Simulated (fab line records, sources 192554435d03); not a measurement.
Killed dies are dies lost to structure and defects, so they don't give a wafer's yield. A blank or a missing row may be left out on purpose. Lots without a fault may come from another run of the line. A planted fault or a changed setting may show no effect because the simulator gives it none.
fab line records | flow n5_finfet
record lots=9 wafers=25 last_day=16
route steps=1938 shown HKMG_FIN@398 BEOL_M4@1111 PASSIVATION@1936
lots that met no fault: from a run of the same line without faults
start_h: hours from the record's first day to the start of the lot's first wafer shown | wait_h: hours since the lot's step before | " the same as in the row above | L1.1+2: a row that stands for several wafers | - no value, or no start given | * or withheld: withheld | < > ~ a bound
route shown NAME@n: a module of which the file shows steps, and the number in the route of the first | usual: mean/standard deviation of fault-free wafers | same: alike in all rows | chamber/n: place in a boat | sites: the reading at each site | _std_site: their standard deviation | _edge_site: outer sites' mean less inner sites' | radius_mm: how far each site lies from the wafer's centre | mask NAME#n: copy n | behind: the tool/chamber that last shaped the wafer | hold: why the lot was held/for how many hours/how that ended | device: the transistor (n, p or np) that didn't switch | end of line: the same wafers' tests at the end of the route | a step without rows: its recipe alone | killed: dies lost to structure and defects at the first sort, not the wafer's yield | map: a wafer's dies, x killed, . not, _ none there
set.NAME: the setting as run; set.NAME@STEP: as run at that earlier step | model.NAME: the simulator's own value behind a step, which no gauge read
steps of the route over a sample of lots; a table a step, a row a wafer
services: from which hour (start_h, from the record's first day; less than 0 if before it) a tool's chamber was out of use, for how many hours, and why
## steps
# step N5_HKMG_FIN_CD_MEAS_49
# recipe target_cd_nm=202 landing_energy_ev=500 detector=se_inlens polarity=opening
# usual cd_nm=201.8/0.54
# columns lot.wafer tool chamber start_h wait_h cd_nm
L654.2 cd_sem-03 0 71.89 - 201.8
L654.5 " 0 " " 201.2
L654.6 " 0 " " 201.2
L657.1 cd_sem-02 0 90.91 - 202.2
L657.3 " 0 " " 202.5
L657.5 " 0 " " 202.6
L661.1 cd_sem-02 0 112.51 - 201.2
L661.4 " 0 " " 200.6
L661.6 " 0 " " 201.3
L662.1 cd_sem-02 0 119.26 - 200.8
L662.4 " 0 " " 201.2
L662.6 " 0 " " 201.4
L664.1 cd_sem-03 0 131.40 - 201.5
L664.5 " 0 " " 202.2
L669.1 cd_sem-02 0 159.86 - 201.8
L669.2 " 0 " " 201.8
L672.1 cd_sem-01 0 180.16 - 202.5
L672.4 " 0 " " 202.5
L672.6 " 0 " " 202.0
L674.2 cd_sem-03 0 194.24 - 201.9
L674.3 " 0 " " 201.3
L674.4 " 0 " " 201.6
L675.1 cd_sem-02 0 200.54 - 202.1
L675.3 " 0 " " 201.8
L675.4 " 0 " " 202.6
# step N5_HKMG_FIN_ETCH_54
# recipe chemistry=CF4 target=SiARC target_depth_a=455 mask_material=CAR-ArF time_s=75.8 ion_energy_ev=80 pressure_mtorr=40 source_w=545 bias_w=36 Ar_flow_sccm=100 cf4_flow_sccm=100 ends=cleared
# usual drypump_motor_current_A=5.8/0.54 etch_rf_on_time_s=75.7/1.4 oes_product_au=0.67/0.074 rf_vpp_V=184.1/1.1 showerhead_plenum_p_Torr=2.14/0.064 throttle_valve_pct=15.65/0.28
# columns lot.wafer tool chamber start_h wait_h drypump_motor_current_A etch_rf_on_time_s oes_product_au rf_hours_counter_h rf_vpp_V showerhead_plenum_p_Torr throttle_valve_pct
L654.2 rie_diel-06 2 72.01 0.0 5.9 76.0 0.65 120 183.6 2.07 15.41
L654.5 " 2 " " 5.9 76.6 0.64 - 181.4 2.07 15.41
L654.6 " 1 " " 5.7 75.6 0.66 - 184.4 2.24 15.83
L657.1 rie_diel-04 1 91.03 0.0 6.0 75.1 0.59 237 183.4 2.11 15.88
L657.3 " 2 " " 5.9 74.8 0.75 30 184.3 2.09 15.48
L657.5 " 0 " " 6.5 75.8 0.60 - 184.1 2.13 15.79
L661.1 rie_diel-02 0 112.87 0.0 5.2 73.8 0.81 5 183.2 2.10 15.02
L661.4 " 1 " " 5.5 75.2 0.62 189 185.1 2.21 15.82
L661.6 " 2 " " 6.5 75.0 0.72 - 183.6 2.16 15.68
L662.1 rie_diel-02 0 119.69 0.0 5.3 73.3 0.81 7 184.5 2.10 15.04
L662.4 " 0 " " 5.3 73.4 0.82 - 183.5 2.10 15.03
L662.6 " 3 " " 5.1 78.3 0.58 - 182.7 2.12 16.04
L664.1 rie_diel-02 1 131.52 0.0 5.5 75.5 0.61 197 183.2 2.21 15.83
L664.5 " 3 " " 5.1 77.1 0.58 - 184.8 2.12 16.05
L669.1 rie_diel-04 2 159.99 0.0 5.8 75.9 0.71 61 183.9 2.08 15.56
L669.2 " 0 " " 6.6 76.4 0.59 237 183.7 2.12 15.85
L672.1 rie_diel-06 0 180.28 0.0 6.8 77.1 0.67 108 182.9 2.07 15.35
L672.4 " 1 " " 5.7 76.3 0.64 142 185.2 2.22 15.90
L672.6 " 3 " " 4.9 74.6 0.69 - 183.9 2.16 15.64
L674.2 rie_diel-06 2 196.10 0.0 5.9 77.4 0.61 165 183.3 2.05 15.51
L674.3 " 1 " " 5.7 75.9 0.63 148 184.4 2.22 15.91
L674.4 " 0 " " 6.8 76.3 0.67 115 183.7 2.07 15.37
L675.1 rie_diel-02 0 202.72 0.0 5.3 74.2 0.75 33 183.5 2.09 15.09
L675.3 " 3 " " 5.1 78.6 0.56 231 183.3 2.11 16.09
L675.4 " 2 " " 6.5 74.9 0.70 90 185.3 2.16 15.70
# step N5_HKMG_FIN_ETCH_58
# recipe chemistry=N2/H2 target=SOC target_depth_a=2158 ion_energy_ev=50 bias_w=13 time_s=741 pressure_mtorr=30 source_w=875 n2_flow_sccm=200 h2_flow_sccm=200
# usual drypump_motor_current_A=5.8/0.54 oes_product_au=0.78/0.09 rf_vpp_V=99.1/0.98 showerhead_plenum_p_Torr=2.55/0.081 throttle_valve_pct=17.88/0.29
# same time_s=741
# columns lot.wafer tool chamber start_h wait_h drypump_motor_current_A oes_product_au rf_hours_counter_h rf_vpp_V showerhead_plenum_p_Torr throttle_valve_pct
L654.2 rie_diel-06 2 72.27 0.0 5.9 0.75 120 99.4 2.45 17.56
L654.5 " 2 " " 5.9 0.75 - 99.9 2.45 17.56
L654.6 " 1 " " 5.7 0.78 - 101.7 2.67 18.11
L657.1 rie_diel-04 1 91.30 0.0 5.9 0.69 237 97.7 2.51 18.03
L657.3 " 2 " " 5.9 0.88 30 97.7 2.49 17.77
L657.5 " 0 " " 6.5 0.71 - 99.1 2.51 17.85
L661.1 rie_diel-02 2 113.14 0.0 6.5 0.85 74 98.0 2.58 17.91
L661.4 " 1 " " 5.5 0.72 190 100.7 2.64 18.07
L661.6 " 0 " " 5.2 0.97 - 99.6 2.50 17.43
L662.1 rie_diel-02 0 119.96 0.0 5.2 0.94 7 98.7 2.50 17.45
L662.4 " 0 " " 5.3 0.95 - 98.6 2.50 17.44
L662.6 " 3 " " 5.1 0.68 - 98.4 2.53 18.38
L664.1 rie_diel-02 1 131.79 0.0 5.5 0.72 197 99.9 2.64 18.08
L664.5 " 3 " " 5.1 0.67 - 98.3 2.53 18.40
L669.1 rie_diel-04 2 160.25 0.0 5.9 0.85 61 99.3 2.47 17.83
L669.2 " 0 " " 6.5 0.69 238 98.4 2.50 17.88
L672.1 rie_diel-06 0 180.55 0.0 6.8 0.78 109 98.5 2.46 17.49
L672.4 " 1 " " 5.7 0.74 142 99.6 2.66 18.18
L672.6 " 3 " " 4.9 0.80 - 99.7 2.57 18.01
L674.2 rie_diel-06 2 196.37 0.0 6.0 0.72 165 97.7 2.43 17.63
L674.3 " 1 " " 5.7 0.74 148 99.7 2.65 18.19
L674.4 " 0 " " 6.8 0.77 115 97.9 2.45 17.49
L675.1 rie_diel-02 0 202.99 0.0 5.2 0.88 33 98.7 2.49 17.49
L675.3 " 3 " " 5.1 0.66 232 99.7 2.52 18.43
L675.4 " 2 " " 6.5 0.83 90 99.1 2.57 17.92
# step N5_HKMG_FIN_ALD_79
# recipe material=TiN target_thk_a=15 temp_c=400 ald_precursor_family=TiCl4 ald_co_reactant=NH3 pulse_time_s=1 purge_time_s=3 co_reactant_purge_time_s=2 co_reactant_pulse_time_s=2 ald_cycles=68 pressure_torr=3
# usual ald_cycles=68/0 heater_power_w=900/110 precursor_pulse_height_rel=1.000/0.021
# same co_reactant_purge_time_s=2
# columns lot.wafer tool chamber start_h wait_h ald_cycles heater_power_w precursor_pulse_height_rel
L654.2 ald_metal-02 0 73.34 0.0 68 912 1.015
L654.5 " 1 " " 68 986 0.997
L654.6 " 0 " " 68 856 1.000
L657.1 ald_metal-03 1 92.36 0.0 68 924 0.961
L657.3 " 2 " " 68 892 1.047
L657.5 " 2 " " 68 888 1.024
L661.1 ald_metal-04 1 114.21 0.0 68 1055 0.984
L661.4 " 3 " " 68 1026 1.017
L661.6 " 2 " " 68 1046 0.986
L662.1 ald_metal-04 3 121.03 0.0 68 1009 0.995
L662.4 " 0 " " 68 818 1.011
L662.6 " 0 " " 68 839 0.983
L664.1 ald_metal-04 1 132.86 0.0 64 1024 1.027
L664.5 " 1 " " 68 1065 1.012
L669.1 ald_metal-04 1 161.33 0.0 64 1043 1.010
L669.2 " 0 " " 68 828 1.007
L672.1 ald_metal-03 0 181.61 0.0 68 788 1.007
L672.4 " 3 " " 68 684 0.984
L672.6 " 0 " " 68 788 0.982
L674.2 ald_metal-02 1 197.43 0.0 68 988 0.982
L674.3 " 0 " " 68 900 0.993
L674.4 " 3 " " 68 830 0.996
L675.1 ald_metal-03 2 204.06 0.0 68 876 0.990
L675.3 " 3 " " 68 668 0.989
L675.4 " 1 " " 68 949 0.997
# step N5_BEOL_M4_RC_MEAS_101
# usual DIBL_N=36.3/1 DIBL_P=36.2/1.4 IOFF_N=0.157/0.021 IOFF_P=0.206/0.025 ION_N=673/9 ION_P=461/6.4 SS_N=71.5/0.5 SS_P=73.2/0.47 VT_N=249.9/2.4 VT_P=-250.6/2.9
# columns lot.wafer tool chamber start_h wait_h DIBL_N[mV/V] DIBL_P[mV/V] IOFF_N[nA/um] IOFF_P[nA/um] ION_N[uA/um] ION_P[uA/um] SS_N[mV/dec] SS_P[mV/dec] VT_N[mV] VT_P[mV]
L654.2 prober-01 0 168.26 0.2 35.0 35.5 0.131 0.174 674 456 71.2 72.7 252.7 -254.4
L654.5 " 0 " " 35.3 34.7 0.128 0.170 664 452 71.7 73.0 252.4 -255.1
L654.6 " 0 " " 35.6 35.7 0.131 0.179 665 456 70.8 72.5 254.0 -254.1
L657.1 prober-02 0 173.09 0.0 36.7 35.9 0.175 0.204 683 460 71.6 73.8 249.0 -251.3
L657.3 " 0 " " 34.9 34.3 0.153 0.182 679 466 71.4 73.2 250.8 -252.4
L657.5 " 0 " " 36.6 36.5 0.190 0.208 689 462 71.7 74.1 248.7 -253.0
L661.1 prober-01 0 205.76 0.0 37.1 38.0 0.200 0.260 676 464 72.4 74.0 247.1 -247.2
L661.4 " 0 " " 36.2 37.4 0.189 0.241 673 463 71.8 73.5 246.8 -248.0
L661.6 " 0 " " 36.3 37.1 0.183 0.251 676 465 71.9 74.3 249.2 -246.9
L662.1 prober-02 0 206.44 0.0 36.2 35.7 0.148 0.186 673 457 71.8 73.9 250.7 -252.1
L662.4 " 0 " " 36.6 35.6 0.154 0.178 675 456 71.9 72.4 248.6 -251.9
L662.6 " 0 " " 36.2 35.8 0.151 0.182 677 467 71.1 73.3 250.7 -252.5
L664.1 prober-02 0 214.82 0.0 36.6 35.4 0.140 0.185 660 457 71.7 73.0 249.1 -251.8
L664.5 " 0 " " 37.5 36.7 0.153 0.205 664 458 71.8 73.6 251.9 -251.3
L669.1 prober-02 0 263.38 0.0 36.6 36.2 0.156 0.227 685 472 71.8 73.2 248.2 -244.0
L669.2 " 0 " " 35.6 35.0 0.139 0.220 666 466 71.5 72.8 251.5 -247.1
L672.1 prober-01 0 271.10 0.0 37.3 38.0 0.173 0.249 690 471 72.1 73.8 249.4 -244.6
L672.4 " 0 " " 37.6 38.4 0.181 0.255 685 480 72.4 73.7 245.4 -244.6
L672.6 " 0 " " 36.7 36.6 0.157 0.226 674 466 72.5 72.7 247.9 -248.5
L674.2 prober-01 0 287.29 0.8 35.8 36.5 0.162 0.227 680 469 71.4 74.0 245.4 -247.4
L674.3 " 0 " " 34.6 35.0 0.136 0.198 670 467 71.5 72.7 251.9 -251.0
L674.4 " 0 " " 35.3 35.7 0.152 0.210 677 468 71.4 73.7 251.6 -245.4
L675.1 prober-01 0 289.16 0.0 35.8 34.6 0.141 0.206 679 470 71.0 73.2 250.3 -247.9
L675.3 " 0 " " 36.5 34.8 0.147 0.210 665 463 71.5 72.5 248.9 -246.2
L675.4 " 0 " " 35.6 34.3 0.142 0.208 681 472 71.0 72.6 250.8 -247.9
# step N5_PASSIVATION_PROBE_49
# usual defect_limited_yield=91.1/1.3 killed_at_M0_to_M3=36/10 killed_at_M4_up=14/4.4 killed_at_contacts=14/5.7 killed_at_front_end=39/9.4 killed_at_other=2.9/2.6 killed_dies=105/15 killed_open=70/12 killed_short=34/7.1 sort_bin_5_function=5.3/0.77 sort_bin_6_memory=3.3/0.66 sort_n_pass=1075/15 sort_yield_pct=91.1/1.3
# same gross_dies=1180 killed_at_back_side=0 sort_bin_4_leakage[%]=0 sort_bin_8_speed[%]=0
# columns lot.wafer tool chamber start_h wait_h defect_limited_yield[%] killed_at_M0_to_M3 killed_at_M4_up killed_at_contacts killed_at_front_end killed_at_other killed_dies killed_open killed_short sort_bin_5_function[%] sort_bin_6_memory[%] sort_n_pass sort_yield_pct[%]
L664.1 prober-02 - 318.51 0.0 90.8 40 25 15 26 2 108 69 34 6.1 2.8 1072 90.8
# killed by level:class
L664.1 MOL_CONTACT_COAG:geometric_particle:open=13 BEOL_M4:geometric_particle:open=11 BEOL_M0_SAQP:geometric_particle:short=9 BEOL_M0_SAQP:geometric_particle:open=9 STI_FIN_REVEAL:geometric_particle:open=7 BEOL_M1:geometric_particle:open=7 BEOL_M4:geometric_particle:short=6 BEOL_M3:geometric_particle:open=5
## services
# columns tool chamber start_h hours kind
rie_diel-02 0 85.26 - clean
rie_diel-02 0 85.26 - consumable_replace:focus_ring
rie_diel-02 0 85.26 18.9 scheduled_down
rie_diel-02 0 85.26 18.9 vent_cycle
rie_diel-04 0 96.47 9.4 repair
ald_metal-04 - 106.56 0.5 repair
rie_diel-04 1 108.49 18.2 repair
rie_diel-04 1 151.30 - clean
rie_diel-04 1 151.30 - consumable_replace:focus_ring
rie_diel-04 1 151.30 20.6 scheduled_down
rie_diel-04 1 151.30 20.6 vent_cycle
rie_diel-06 2 154.30 2.7 repair
rie_diel-02 - 187.98 14.6 pm
rie_diel-04 0 191.11 - clean
rie_diel-04 0 191.11 - consumable_replace:focus_ring
rie_diel-04 0 191.11 17.0 scheduled_down
rie_diel-04 0 191.11 17.0 vent_cycle
ald_metal-03 1 197.08 2.4 repair
ald_metal-02 - 201.78 6.0 pm
## key
first_sign step=N5_HKMG_FIN_ALD_79 reading=ald_cycles direction=down sigmas=99+ usual=* struck=*
effect none on later readings
met_at N5_HKMG_FIN_ALD_79
struck_lots L664,L669
struck_wafers L664.1,L669.1
not_acting_at N5_HKMG_FIN_CD_MEAS_49,N5_HKMG_FIN_ETCH_54,N5_HKMG_FIN_ETCH_58
onset_between 121.03 132.86
fault kind=process_parameter_drift tool=ald_metal-04 chamber=- onset_h=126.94 steps=N5_HKMG_FIN_ALD_79 channel=ald_cycles offset=* shape=step end_h=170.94 scope=struck_wafers_only acts_in=* stated=*
